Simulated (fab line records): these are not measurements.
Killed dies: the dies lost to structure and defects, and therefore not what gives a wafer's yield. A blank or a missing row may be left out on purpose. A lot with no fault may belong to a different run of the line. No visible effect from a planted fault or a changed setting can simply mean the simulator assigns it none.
Matching of chambers + flow n5-finfet + 4 sister chambers for N5_ILD0_LINER_00 on ald-sin-01
The step material SiNx, target thk 4 nm, pulse time 1 s, purge time 2 s. 7 wafers are shown with their chamber, then 7 later ones without.

## WAFERS WITH THEIR CHAMBER
| wafer  | chamber | heater-power-w (W) | precursor-pulse-height-rel |
|--------|---------|--------------------|----------------------------|
| L757.1 | 2       | 982                | 0.984                      |
| L760.4 | 2       | 1014               | 1.015                      |
| L765.2 | 1       | 850                | 0.999                      |
| L765.3 | 3       | 786                | 1.015                      |
| L765.5 | 0       | 948                | 1.015                      |
| L767.1 | 0       | 971                | 0.989                      |
| L767.3 | 1       | 833                | 1.014                      |

## WAFERS WITHOUT THEIR CHAMBER
| wafer  | heater-power-w (W) | precursor-pulse-height-rel |
|--------|--------------------|----------------------------|
| L767.4 | 1006               | 0.986                      |
| L773.3 | 994                | 1.014                      |
| L773.4 | 1009               | 0.980                      |
| L773.6 | 947                | 0.982                      |
| L776.2 | 959                | 0.972                      |
| L776.4 | 794                | 0.994                      |
| L776.6 | 1018               | 0.984                      |

## CHAMBER TAKEN BY EACH
| wafer  | from the rows above     | in truth |
|--------|-------------------------|----------|
| L767.4 | can't be placed: 2 or 0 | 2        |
| L773.3 | can't be placed: 2 or 0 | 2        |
| L773.4 | can't be placed: 2 or 0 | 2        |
| L773.6 | can't be placed: 0 or 2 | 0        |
| L776.2 | can't be placed: 0 or 2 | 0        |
| L776.4 | can't be placed: 3 or 1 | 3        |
| L776.6 | 2                       | 2        |
Correct placement for 1 of the 7. Unplaceable from these rows: 6, with the true chamber sitting among the candidates in 6. Placed wrongly: 0.
How it was worked out, from the rows above alone: a wafer's distance from a chamber is the root of the sum, over the readings, of the square of ((its reading less the chamber's mean) divided by the reading's scatter). The wafer belongs to the nearest chamber; if the next one is less than 2 further off, it can't be placed. Each chamber's mean is taken over the wafers shown for it. How the scatter is found: for the shown wafers, subtract from each reading the mean of its chamber, square and add these, divide the total by (wafers less chambers), then take the root.
